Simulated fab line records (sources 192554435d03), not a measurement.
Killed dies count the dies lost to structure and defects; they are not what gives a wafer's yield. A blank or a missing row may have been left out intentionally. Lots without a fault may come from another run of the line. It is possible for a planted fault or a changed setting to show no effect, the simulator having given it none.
A lot that was struck, set against a sound lot | flow n5_finfet | 41 steps out of a route of 1938
Sound: wafers L126.1, L126.3, L126.5. Wafers L116.4, L116.5, L116.6 were the ones struck. At the end, the cause is stated.
Per side, at each step with rows, come the tool, then ch with its chambers, and then its first start. Under that, the readings that differ: sound wafers | struck wafers | difference of the means | sigmas: that difference in standard deviations of wafers without a fault.
alike: readings with means less than 2 such deviations apart, plus words and numbers identical on both sides. not compared: withheld readings, readings lacking a value on some wafer, bounds such as >300 that could conceal the same value, and numbers that have no deviation in the record and whose values overlap.
The two part at a step that has a row with sigmas, a row that says differs or no value, or rows on one side only. Numbers that don't overlap but have no deviation are shown without sigmas and don't part them. Lack of a reading on every wafer of one side parts them only where that side has two or more wafers.

first, 11 steps without rows for these wafers: N5_SD_EPI_N_DESCUM_14 (chemistry O2, time 7.9 s); N5_SD_EPI_N_ETCH_34 (etches SiARC in CF4, target depth 45.5 nm, time 75.8 s); N5_SD_EPI_N_ETCH_35 (etches SOC in N2/H2, overetch 108 nm, time 486 s); N5_SD_EPI_N_STRIP_36 (strips in N2/H2); N5_SD_EPI_N_ETCHBACK_44 (etches SiNx in CH3F/O2, stops on SiO2, target depth 14.5 nm); N5_SD_EPI_N_ETCH_45 (etches SiOCN in CH3F/O2, target depth 6 nm); N5_SD_EPI_N_ETCH_16 (etches SiO2 in CHF3/O2, target depth 5 nm); N5_SD_EPI_N_STRIP_47 (strips in CHF3/O2); N5_SD_EPI_N_SD_RECESS_17 (chemistry HBr/Cl2/O2, target depth 41 nm, time 23.7 s, bt time 3 s); N5_SD_EPI_N_STRIP_38 (strips in N2/H2); N5_SD_EPI_N_WET_ETCH_43 (etches SiO2 in dHF, time 14 s, target depth 1.5 nm).
N5_SD_EPI_N_STRIP_18: strips in SPM, time 750 s.
  sound on wet_bench-03 ch 0,2,4, day 7 19:40; struck on wet_bench-04 ch 1,2,5, day 5 00:16
then, 8 steps without rows for these wafers: N5_SD_EPI_N_SRD_20 (time 30 s); N5_SD_EPI_N_PRECLEAN_48 (cleans in NF3:NH3, afs cycles 2, time 20 s, sublimation time 60 s); N5_SD_EPI_N_VAPOR_ETCH_50 (etches Si in HCl, time 54 s); N5_SD_EPI_N_EPI_21 (deposits Si:P, time 690 s); N5_SD_EPI_N_PRECLEAN_24 (cleans in O3/DIW, time 60 s); N5_SD_EPI_N_SRD_25 (time 30 s); N5_SD_EPI_N_PRECLEAN_49 (cleans in NF3:NH3, afs cycles 1, time 20 s, sublimation time 60 s); N5_SD_EPI_N_LINER_46 (material SiNx, target thk 3 nm).
N5_SD_EPI_N_INSPECT_26: inspects for defects (darkfield).
  sound on defect_inspect-02 at day 7 23:29; struck on defect_inspect-02 at day 5 04:02
  reading          | sound       | struck      | difference | sigmas
  raw_defect_count | 184 148 145 | 483 541 569 | +372       | +9
then, 8 steps without rows for these wafers: N5_SD_EPI_P_COAT_34 (time 60 s, resist thk 350 nm); N5_SD_EPI_P_COAT_35 (time 60 s, resist thk 35 nm); N5_SD_EPI_P_COAT_03 (resist thk 150 nm); N5_SD_EPI_P_EBR_05; N5_SD_EPI_P_SOFTBAKE_04 (time 60 s); N5_SD_EPI_P_EXPOSE_06 (exposes mask SD P BLK, target cd 240 nm); N5_SD_EPI_P_PEB_07 (peb time 60 s); N5_SD_EPI_P_DEVELOP_08 (develop time 30 s).
N5_SD_EPI_P_INSPECT_11: inspects for defects (macro).
  sound on defect_inspect-02 at day 7 23:56; struck on defect_inspect-01 at day 5 04:29
  reading          | sound | struck         | difference | sigmas
  raw_defect_count | 4 1 3 | >300 >300 >300 | differs    |
then, 8 steps without rows for these wafers: N5_SD_EPI_P_DESCUM_14 (chemistry O2, time 7.9 s); N5_SD_EPI_P_ETCH_36 (etches SiARC in CF4, target depth 45.5 nm, time 75.8 s); N5_SD_EPI_P_ETCH_37 (etches SOC in N2/H2, overetch 108 nm, time 486 s); N5_SD_EPI_P_STRIP_38 (strips in N2/H2); N5_SD_EPI_P_ETCHBACK_46 (etches SiNx in CH3F/O2, stops on SiO2, target depth 17.5 nm); N5_SD_EPI_P_ETCH_47 (etches SiOCN in CH3F/O2, target depth 25 nm); N5_SD_EPI_P_ETCH_16 (etches SiO2 in CHF3/O2, target depth 5 nm); N5_SD_EPI_P_STRIP_50 (strips in CHF3/O2).
N5_SD_EPI_P_INSPECT_26: inspects for defects (darkfield).
  sound on defect_inspect-02 at day 8 03:49; struck on defect_inspect-01 at day 5 08:16
  reading          | sound       | struck      | difference | sigmas
  raw_defect_count | 162 139 136 | 458 520 560 | +367       | +10
-- a jump in the record: the struck wafers' starts before and after are 5 days apart (it breaks off in module SD_EPI_P and resumes in module BEOL_M4, where the first step shown is number 1111 of the route) --
N5_BEOL_M4_RC_MEAS_101:
  sound on prober-02 ch 0, day 12 20:23; struck on prober-02 ch 0, day 9 23:01
  alike: DIBL_N, DIBL_P, IOFF_N, IOFF_P, ION_N, ION_P, SS_N, SS_P, VT_N, VT_P
-- here the record skips 4 days between the struck wafers' starts before and after, leaving off in module BEOL_M4 and picking up in module PASSIVATION (first step shown: number 1936 of the route) --
N5_PASSIVATION_PROBE_49:
  the record has rows for the struck wafers here (prober-02, day 14 01:40) and none for the sound ones

WHERE THEY PART
At N5_SD_EPI_N_INSPECT_26 first; at N5_PASSIVATION_PROBE_49 last (within this record only).

WHY: what had been put in by the simulator
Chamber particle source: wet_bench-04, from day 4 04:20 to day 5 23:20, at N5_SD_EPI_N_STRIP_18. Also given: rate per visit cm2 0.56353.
